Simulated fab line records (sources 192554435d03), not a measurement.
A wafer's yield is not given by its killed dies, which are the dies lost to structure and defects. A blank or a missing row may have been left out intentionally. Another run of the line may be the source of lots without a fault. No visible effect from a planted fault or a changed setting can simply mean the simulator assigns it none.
fab line records	flow n5Finfet
[record] lots = 6	wafers = 18	lastDay = 16
route steps=1938 shown MIM_BOT_ETCH@1867 PASS1_CAP@1873 TV_LITHO@1875
lots with no fault: from the same line, run without faults
startH: hours from the record's opening day to when the first of the lot's shown wafers began	waitH: hours from the lot's prior step to this one	" repeats the value in the row above	L1.1+2: a row that stands for several wafers	- no value present, or no start provided	* or withheld: withheld	< > ~ a bound
route shown NAME@n: a module of which the file shows steps, and the number in the route of the first	usual: mean and standard deviation over wafers with no fault	same: alike in all rows	chamber/n: place in a boat	sites: the reading at each site	_std_site: the values' standard deviation	_edge_site: the outer-site mean with the inner-site mean subtracted	radiusMm: how far each site lies from the wafer's centre	mask NAME#n: copy n	behind: the most recent tool/chamber to have shaped the wafer	hold: why the lot was held/for how many hours/how that ended	device: the transistor (n, p or np) that didn't switch	end of line: tests of these same wafers at the route's end	where a step has no rows: the recipe by itself	killed: count of dies lost to structure and defects at first sort (not the wafer's yield)	map: dies across one wafer; x = killed, . = not, _ = none there
set.NAME: the setting the step ran with; set.NAME@STEP: the setting that earlier step ran with	model.NAME: the simulator's own value behind a step, which no gauge read
lots seen at some steps along the route; tables by step, rows by wafer
services: the hour from which a tool's chamber was out of use, counted from the record's first day as startH (under 0 if before that day), plus the number of hours and why
[[steps]]
[step N5_MIM_BOT_ETCH_ETCH_03]
[recipe] chemistry = Cl2/BCl3	targetDepthA = 120	pressureMtorr = 8	icpW = 800	biasW = 100	Cl2_flow_sccm = 20	bcl3FlowSccm = 80
[usual] drypumpMotorCurrentA = 5.6/0.41	heBacksideLeakSccm = 3.3/0.3	mfcCl2Sccm = 19.99/0.06	oesProductAu = 0.79/0.07	throttleValvePct = 27.54/0.27
lot.wafer	tool	chamber	startH	waitH	drypumpMotorCurrentA	heBacksideLeakSccm	mfcCl2Sccm	oesProductAu	rfHoursCounterH	throttleValvePct
L960.1	rieMetal-01	0	306.63	0.1	5.3	3.3	20.06	0.84	21	27.49
L960.2	"	1	"	"	6.1	3.6	20.02	0.75	53	27.83
L960.4	"	0	"	"	5.3	3.2	20.05	0.85	-	27.51
L959.1	rieMetal-02	0	307.89	0.1	5.0	3.2	19.99	0.64	109	27.54
L959.3	"	1	"	"	6.0	3.3	19.94	0.84	-	27.79
L959.6	"	0	"	"	5.0	3.4	19.97	0.63	-	27.56
L964.1	rieMetal-01	1	324.25	0.1	6.1	3.4	19.88	0.75	56	27.85
L964.4	"	1	"	"	6.1	3.4	19.83	0.75	-	27.84
L964.5	"	0	"	"	5.3	3.1	19.88	0.83	-	27.50
L971.1	rieMetal-03	0	371.50	0.1	5.3	3.1	19.97	0.82	25	27.02
L971.3	"	0	"	"	5.3	3.2	19.95	0.81	-	27.02
L971.6	"	0	"	"	5.3	3.0	19.93	0.80	-	27.02
L973.2	rieMetal-02	1	376.71	0.1	5.9	3.4	19.95	0.79	36	27.82
L973.4	"	0	"	"	5.0	3.2	20.02	0.94	-	27.45
L973.5	"	0	"	"	5.0	3.2	20.01	0.94	-	27.43
L975.1	rieMetal-02	1	383.30	0.1	6.0	3.2	20.06	0.81	37	27.80
L975.2	"	0	"	"	4.9	3.3	19.92	0.93	4	27.44
L975.6	"	1	"	"	6.0	3.1	20.05	0.80	-	27.81
[step N5_MIM_BOT_ETCH_ETCH_00]
[recipe] chemistry = Cl2/BCl3	target = TiN	targetDepthA = 455	ionEnergyEv = 150	pressureMtorr = 10	icpW = 1000	biasW = 126	Cl2_flow_sccm = 53.25	bcl3FlowSccm = 21.75	Ar_flow_sccm = 25
[usual] drypumpMotorCurrentA = 5.6/0.4	heBacksideLeakSccm = 3.30/0.19	mfcCl2Sccm = 53.24/0.18	oes_ar_750_au = 0.79/0.068	oesProductAu = 0.80/0.069	throttleValvePct = 21.88/0.23
lot.wafer	tool	chamber	startH	waitH	drypumpMotorCurrentA	heBacksideLeakSccm	mfcCl2Sccm	oes_ar_750_au	oesProductAu	rfHoursCounterH	throttleValvePct
L960.1	rieMetal-01	0	306.72	0.1	5.3	3.27	53.29	0.84	0.85	21	21.79
L960.2	"	1	"	"	6.1	3.47	53.16	0.77	0.75	53	22.14
L960.4	"	0	"	"	5.3	3.45	53.26	0.84	0.83	-	21.81
L959.1	rieMetal-02	0	307.98	0.1	5.0	2.96	53.26	0.63	0.64	109	21.99
L959.3	"	1	"	"	6.0	3.36	53.15	0.84	0.82	-	22.07
L959.6	"	0	"	"	5.0	3.27	53.16	0.63	0.63	-	21.99
L964.1	rieMetal-01	1	324.34	0.1	6.1	3.52	53.05	0.75	0.75	56	22.14
L964.4	"	1	"	"	6.1	3.50	52.99	0.76	0.75	-	22.15
L964.5	"	0	"	"	5.3	3.23	53.44	0.83	0.84	-	21.79
L971.1	rieMetal-03	0	371.59	0.1	5.3	3.01	53.36	0.81	0.82	25	21.47
L971.3	"	0	"	"	5.3	3.17	53.41	0.81	0.81	-	21.45
L971.6	"	0	"	"	5.3	2.93	53.37	0.82	0.81	-	21.44
L973.2	rieMetal-02	1	376.80	0.1	6.0	3.32	53.28	0.81	0.80	36	22.12
L973.4	"	0	"	"	5.0	3.13	53.26	0.94	0.93	-	21.81
L973.5	"	0	"	"	5.0	3.06	53.16	0.93	0.94	-	21.79
L975.1	rieMetal-02	1	383.39	0.1	6.0	3.44	53.23	0.79	0.81	37	22.11
L975.2	"	0	"	"	5.0	3.18	53.48	0.93	0.93	4	21.81
L975.6	"	1	"	"	6.0	3.39	53.29	0.81	0.81	-	22.10
[step N5_MIM_BOT_ETCH_STRIP_01]
[recipe] chemistry = O2	powerW = 600	tempC = 60	pressureMtorr = 30	rfFrequencyHz = 6e+07	biasPowerW = 0	overashFraction = 0.5	o2FlowSccm = 225
[usual] drypumpMotorCurrentA = 5.8/0.39	oesProductAu = 0.80/0.1	rfVppV = 3.8/1.3	showerheadPlenumPTorr = 2.09/0.095	throttleValvePct = 16.74/0.29
lot.wafer	tool	chamber	startH	waitH	drypumpMotorCurrentA	oesProductAu	rfHoursCounterH	rfVppV	showerheadPlenumPTorr	throttleValvePct
L960.1	rieDiel-06	2	307.20	0.4	5.9	0.87	58	4.6	2.05	16.33
L960.2	"	1	"	"	6.0	0.71	211	4.2	2.08	16.92
L960.4	"	0	"	"	5.7	0.85	64	2.6	2.04	16.63
L959.1	rieDiel-06	3	308.12	0.1	6.2	0.73	208	3.2	2.00	16.84
L959.3	"	2	"	"	5.9	0.87	58	3.1	2.05	16.33
L959.6	"	1	"	"	6.0	0.71	-	3.5	2.08	16.96
L964.1	rieDiel-02	2	324.48	0.1	6.1	0.69	236	2.7	2.16	17.26
L964.4	"	3	"	"	6.1	0.68	249	3.2	1.97	17.26
L964.5	"	3	"	"	6.1	0.66	-	2.3	1.97	17.31
L971.1	rieDiel-02	0	371.73	0.1	5.9	0.94	21	3.2	2.24	16.54
L971.3	"	2	"	"	6.2	0.70	254	5.4	2.15	17.29
L971.6	"	3	"	"	6.1	0.94	-	3.7	2.23	16.80
L973.2	rieDiel-02	0	376.99	0.1	5.9	0.90	24	2.2	2.24	16.56
L973.4	"	3	"	"	6.1	0.94	-	4.5	2.23	16.78
L973.5	"	2	"	"	6.1	0.69	-	4.3	2.15	17.27
L975.1	rieDiel-05	0	383.53	0.1	5.6	0.76	134	3.6	2.01	16.61
L975.2	"	1	"	"	5.1	0.84	97	8.0	2.02	16.52
L975.6	"	1	"	"	5.1	0.84	-	2.1	2.02	16.50
[step N5_MIM_BOT_ETCH_STRIP_02]
[recipe] chemistry = postEtchResidueRemover	timeS = 1200	tempC = 72.5
[step N5_MIM_BOT_ETCH_CLEAN_05]
[recipe] chemistry = IPA	timeS = 180	tempC = 25
[step N5_MIM_BOT_ETCH_SRD_06]
[recipe] dry = ipaMarangoni	timeS = 30	tempC = 23	rinseLiquid = diw
[step N5_PASSIVATION_PECVD_55]
[recipe] material = SiO2	targetThkA = 4000	tempC = 400	precursor = SiH4/N2O	pressureTorr = 2.7	rfW = 608	timeS = 22.5
[usual] heaterPowerW = 702/93	showerheadPlenumPTorr = 8.17/0.095	throttleValvePct = 51.8/2
[same] timeS = 22.5
lot.wafer	tool	chamber	startH	waitH	heaterPowerW	showerheadPlenumPTorr	throttleValvePct
L960.1	pecvd-04	2	307.70	0.0	660	8.26	48.8
L960.2	"	1	"	"	633	8.03	53.3
L960.4	"	2	"	"	725	8.25	49.1
L959.1	pecvd-03	0	308.63	0.0	745	8.20	52.8
L959.3	"	2	"	"	636	8.06	51.8
L959.6	"	2	"	"	684	8.04	51.9
L964.1	pecvd-03	1	324.98	0.0	648	8.35	51.3
L964.4	"	0	"	"	821	8.17	52.5
L964.5	"	2	"	"	760	8.06	52.1
L971.1	pecvd-03	1	372.23	0.0	590	8.35	51.4
L971.3	"	2	"	"	709	8.05	52.4
L971.6	"	1	"	"	609	8.35	51.6
L973.2	pecvd-04	1	377.89	0.0	600	8.05	53.3
L973.4	"	1	"	"	656	8.04	53.4
L973.5	"	2	"	"	798	8.27	49.5
L975.1	pecvd-04	1	384.03	0.0	649	8.04	53.4
L975.2	"	2	"	"	784	8.26	49.6
L975.6	"	1	"	"	523	8.03	53.4
[step N5_PASSIVATION_PECVD_01]
[recipe] material = SiNx	targetThkA = 2000	tempC = 400	precursor = SiH4/NH3/N2	pressureTorr = 4.9	rfW = 1406	timeS = 43.2
[usual] heaterPowerW = 430/89	showerheadPlenumPTorr = 8.68/0.064	throttleValvePct = 29.3/1.1
[same] timeS = 43.2
lot.wafer	tool	chamber	startH	waitH	heaterPowerW	showerheadPlenumPTorr	throttleValvePct
L960.1	pecvd-04	2	307.73	0.0	444	8.73	27.7
L960.2	"	1	"	"	343	8.61	30.2
L960.4	"	2	"	"	458	8.73	27.6
L959.1	pecvd-03	0	308.66	0.0	512	8.69	29.7
L959.3	"	2	"	"	470	8.59	29.3
L959.6	"	2	"	"	489	8.59	29.4
L964.1	pecvd-03	1	325.01	0.0	403	8.78	29.0
L964.4	"	0	"	"	533	8.68	29.7
L964.5	"	2	"	"	493	8.60	29.5
L971.1	pecvd-03	1	372.26	0.0	463	8.80	29.4
L971.3	"	2	"	"	468	8.57	29.7
L971.6	"	1	"	"	299	8.79	29.0
L973.2	pecvd-04	1	377.93	0.0	282	8.58	30.1
L973.4	"	1	"	"	290	8.60	30.2
L973.5	"	2	"	"	495	8.71	27.8
L975.1	pecvd-04	1	384.06	0.0	393	8.62	30.2
L975.2	"	2	"	"	485	8.73	28.1
L975.6	"	1	"	"	238	8.63	30.1
[step N5_PASSIVATION_HMDS_03]
[recipe] timeS = 60	tempC = 120
[step N5_PASSIVATION_COAT_04]
[recipe] spinRpm = *	resistThkNm = *
[step N5_PASSIVATION_EBR_06]
[recipe] solvent = PGMEA	ebrWidthMm = 1.5
[step N5_PASSIVATION_SOFTBAKE_05]
[recipe] tempC = 100	timeS = 90
[step N5_PASSIVATION_EXPOSE_07]
[recipe] maskId = TV	na = 0.55	sourceShape = conventional	sigmaOuter = 0.8	polarization = unpolarized	defocusNm = 0	targetCdNm = 3000	doseMj = 22.75
[usual] exposureDoseMJCm2 = 22.756/0.022
lot.wafer	tool	chamber	startH	waitH	mask	exposureDoseMJCm2
L960.1	krfScanner-01	0	309.36	-	TV#0	22.782
L960.2	"	0	"	"	TV#0	22.756
L960.4	"	0	"	"	TV#0	22.772
L959.1	krfScanner-02	0	309.52	-	TV#0	22.768
L959.3	"	0	"	"	TV#0	22.749
L959.6	"	0	"	"	TV#0	22.741
L964.1	krfScanner-01	0	328.56	-	TV#0	22.773
L964.4	"	0	"	"	TV#0	22.744
L964.5	"	0	"	"	TV#0	22.772
L971.1	krfScanner-02	0	374.98	-	TV#0	23.795
L971.3	"	0	"	"	TV#0	23.778
L971.6	"	0	"	"	TV#0	23.767
L973.2	krfScanner-02	0	380.03	-	TV#0	23.749
L973.4	"	0	"	"	TV#0	23.750
L973.5	"	0	"	"	TV#0	23.745
L975.1	krfScanner-01	0	384.59	-	TV#0	22.751
L975.2	"	0	"	"	TV#0	22.738
L975.6	"	0	"	"	TV#0	22.741
[step N5_PASSIVATION_PEB_08]
[recipe] pebTempC = withheld	pebTimeS = *
[step N5_PASSIVATION_DEVELOP_09]
[recipe] developTimeS = 60	rinseLiquid = diw	dry = airSpin	devTempC = 21
[step N5_PASSIVATION_HARDBAKE_11]
[recipe] tempC = 130	timeS = 120
[step N5_PASSIVATION_CD_MEAS_10]
[recipe] targetCdNm = 3000	landingEnergyEv = 500	detector = seInlens
[usual] cdNm = 3000.3/1.6
lot.wafer	tool	chamber	startH	waitH	cdNm
L960.1	cdSem-03	0	309.53	-	3003.3
L960.2	"	0	"	"	3001.9
L960.4	"	0	"	"	3002.9
L959.1	cdSem-02	0	309.69	-	3002.0
L959.3	"	0	"	"	3000.3
L959.6	"	0	"	"	3000.9
L964.1	cdSem-03	0	328.73	-	2999.7
L964.4	"	0	"	"	3001.0
L964.5	"	0	"	"	3000.5
L971.1	cdSem-03	0	375.16	-	3007.3
L971.3	"	0	"	"	3009.1
L971.6	"	0	"	"	3008.2
L973.2	cdSem-02	0	380.20	-	3008.4
L973.4	"	0	"	"	3008.5
L973.5	"	0	"	"	3010.3
L975.1	cdSem-03	0	384.77	-	3000.2
L975.2	"	0	"	"	2999.9
L975.6	"	0	"	"	2999.5
[step N5_PASSIVATION_OVL_MEAS_60]
[recipe] pointsPerWafer = 44
[usual] TV_OVL = 2/4.8
lot.wafer	tool	chamber	startH	waitH	TV_OVL[nm]
L960.1	overlay-01	0	309.56	0.0	8
L960.2	"	0	"	"	9
L960.4	"	0	"	"	7
L959.1	overlay-02	0	309.72	0.0	-2
L959.3	"	0	"	"	6
L959.6	"	0	"	"	9
L964.1	overlay-02	0	328.77	0.0	3
L964.4	"	0	"	"	5
L964.5	"	0	"	"	-1
L971.1	overlay-01	0	375.19	0.0	-8
L971.3	"	0	"	"	1
L971.6	"	0	"	"	4
L973.2	overlay-02	0	380.23	0.0	4
L973.4	"	0	"	"	0
L973.5	"	0	"	"	-2
L975.1	overlay-02	0	384.80	0.0	-2
L975.2	"	0	"	"	3
L975.6	"	0	"	"	4
[[services]]
tool	chamber	startH	hours	kind
rieDiel-02	0	286.55	12.4	repair
krfScanner-02	-	298.50	0.6	repair
rieMetal-02	0	318.97	-	clean
rieMetal-02	0	318.97	17.0	scheduledDown
rieMetal-02	0	318.97	17.0	ventCycle
pecvd-04	0	319.25	2.1	scheduledDown
rieDiel-02	-	320.74	3.6	repair
rieDiel-02	3	326.28	-	clean
rieDiel-02	3	326.28	-	consumableReplace:focusRing
rieDiel-02	3	326.28	-	consumableReplace:showerhead
krfScanner-02	-	326.33	0.8	pm
rieDiel-02	2	328.81	3.2	repair
krfScanner-02	-	331.30	2.4	repair
rieMetal-02	-	340.53	4.3	pm
krfScanner-02	-	346.62	1.0	pm
krfScanner-02	-	348.68	4.0	pm
krfScanner-01	-	349.39	6.6	repair
rieDiel-06	1	352.27	2.4	repair
pecvd-03	-	354.52	5.5	pm
rieDiel-02	1	362.03	1.3	repair
rieDiel-05	2	366.19	1.2	repair
rieDiel-06	2	368.01	12.3	repair
rieMetal-03	-	375.76	0.7	repair
rieMetal-03	-	382.05	28.1	pm
[[key]]
[firstSign] step = N5_PASSIVATION_EXPOSE_07	reading = exposureDoseMJCm2	direction = up	sigmas = 47	usual = 22.756	struck = 23.764
[effect] step = N5_PASSIVATION_CD_MEAS_10	reading = cdNm	direction = up	sigmas = 5.2	usual = 3000.3	struck = 3008.6
metAt N5_PASSIVATION_EXPOSE_07
struckWafers L971.1,L971.3,L971.6,L973.2,L973.4,L973.5
onsetBetween 309.52 374.98
[fault] kind = processParameterDrift	tool = krfScanner-02	chamber = -	onsetH = 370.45	steps = N5_PASSIVATION_EXPOSE_07	channel = doseMj	offset = 0.99677	shape = step	actsIn = theseRecipesOnly	stated = 22.75
